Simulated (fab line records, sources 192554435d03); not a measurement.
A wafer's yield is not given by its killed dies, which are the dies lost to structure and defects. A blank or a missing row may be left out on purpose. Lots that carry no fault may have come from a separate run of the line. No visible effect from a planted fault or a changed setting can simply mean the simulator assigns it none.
A struck lot beside a sound one -- flow n5 finfet -- 16 out of 1938 route steps
Sound: wafers L402.1, L402.2, L402.5. Struck: wafers L413.2, L413.4, L413.5. Last of all comes the cause.
Order at every step that has rows: each side's tool, ch and its chambers, its first start. Under that, the readings that differ: sound wafers -- struck wafers -- difference of the means -- sigmas: that difference in standard deviations of wafers without a fault.
alike: a reading whose means differ by less than 2 such deviations, as well as words and numbers matching on both sides. not compared: withheld readings; readings where some wafer has no value; bounds like >300 that might hide an equal value; numbers whose values overlap and for which the record gives no deviation.
The two part at a step that has a row with sigmas, a row that says differs or no value, or rows on one side only. Numbers that have no deviation but don't overlap get no sigmas and don't part them. A reading missing from all wafers of one side parts the sides only when that side holds two or more wafers.

first, 1 step without rows for these wafers: N5_BEOL_M1_DEGAS_44 (time 60 s).
N5_BEOL_M1_PRE_CLEAN_45: time 30 s.
  sound: pvd sputter-01 at day 8 14:28; struck: pvd sputter-01 at day 11 14:17
  alike: heater power w, susceptor temp C
N5_BEOL_M1_ALD_84: deposits TaN, pulse time 2 s, purge time 3 s, co reactant purge time 2 s.
  sound on ald metal-03 ch 1,2, day 8 14:38; struck on ald metal-02 ch 2,3, day 11 14:20
reading,sound,struck,difference,sigmas
precursor vessel carrier sccm (sccm),997.5 1006.1 1008.2,996.0 1001.4 995.2,-6.4,-2
susceptor temp C (C),275.12 275.33 275.20,274.84 274.74 274.80,-0.42,-2
  alike: heater power outer w, heater power w, precursor vessel pressure torr, precursor vessel temp c
  not compared: since wet clean h
then, 3 steps without rows for these wafers: N5_BEOL_M1_SURFACE_TREAT_85; N5_BEOL_M1_CVD_47 (deposits Co from CCTBA/H2, target thk 3 nm, time 223.8 s); N5_BEOL_M1_SPUTTER_48 (material Cu, target thk 4.5 nm, time 8.29 s).
N5_BEOL_M1_ANNEAL_49: time 240 s.
  sound: pvd sputter-02 at day 8 16:09; struck: pvd sputter-03 at day 11 14:55
  alike: heater power w, susceptor temp C
then, 3 steps without rows for these wafers: N5_BEOL_M1_SPUTTER_79 (material Cu, target thk 4.5 nm, time 8.29 s); N5_BEOL_M1_ANNEAL_80 (time 240 s); N5_BEOL_M1_SPUTTER_81 (material Cu, target thk 4.5 nm, time 8.29 s).
N5_BEOL_M1_ANNEAL_82: time 240 s.
  sound: pvd sputter-02 at day 8 16:35; struck: pvd sputter-03 at day 11 15:22
  alike: heater power w, susceptor temp C
N5_BEOL_M1_SPUTTER_86: material Cu, target thk 4.5 nm, time 8.29 s.
  sound: pvd sputter-02 at day 8 16:44; struck: pvd sputter-03 at day 11 15:30
  alike: chamber pressure pa, susceptor temp C, throttle valve pct
N5_BEOL_M1_ANNEAL_87: time 240 s.
  sound: pvd sputter-02 at day 8 16:49; struck: pvd sputter-03 at day 11 15:35
  no value came back on the struck wafers for heater power w (W), susceptor temp C (C); on the sound wafers heater power w (W) reads 803 786 795
then, 1 step without rows for these wafers: N5_BEOL_M1_SPUTTER_88 (material Cu, target thk 4.5 nm, time 8.29 s).
N5_BEOL_M4_RC_MEAS_101:
  sound on prober-01 ch 0, day 10 01:08; struck on prober-02 ch 0, day 13 14:44
  alike: DIBL_N, DIBL_P, IOFF_N, IOFF_P, ION_N, ION_P, SS_N, SS_P, VT_N, VT_P
-- record jumps: 5 days separate the struck wafers' starts on either side; left off in module BEOL_M4, taken up again in module PASSIVATION, whose first shown step is the route's number 1936 --
N5_PASSIVATION_PROBE_49:
  sound: prober-02 at day 15 01:43; struck: prober-02 at day 18 15:37
  alike: defect limited yield, killed_at_M0_to_M3, killed_at_M4_up, killed at contacts, killed at front end, killed at other, killed dies, killed open, killed short, sort_bin_5_function, sort_bin_6_memory, sort n pass, sort yield pct

== WHERE THEY PART ==
Last at N5_BEOL_M1_ANNEAL_87 as far as this record goes, first at N5_BEOL_M1_ALD_84. Later steps at which nothing parts them and some readings are alike: N5_BEOL_M4_RC_MEAS_101, N5_PASSIVATION_PROBE_49.

WHY: what had been put in by the simulator
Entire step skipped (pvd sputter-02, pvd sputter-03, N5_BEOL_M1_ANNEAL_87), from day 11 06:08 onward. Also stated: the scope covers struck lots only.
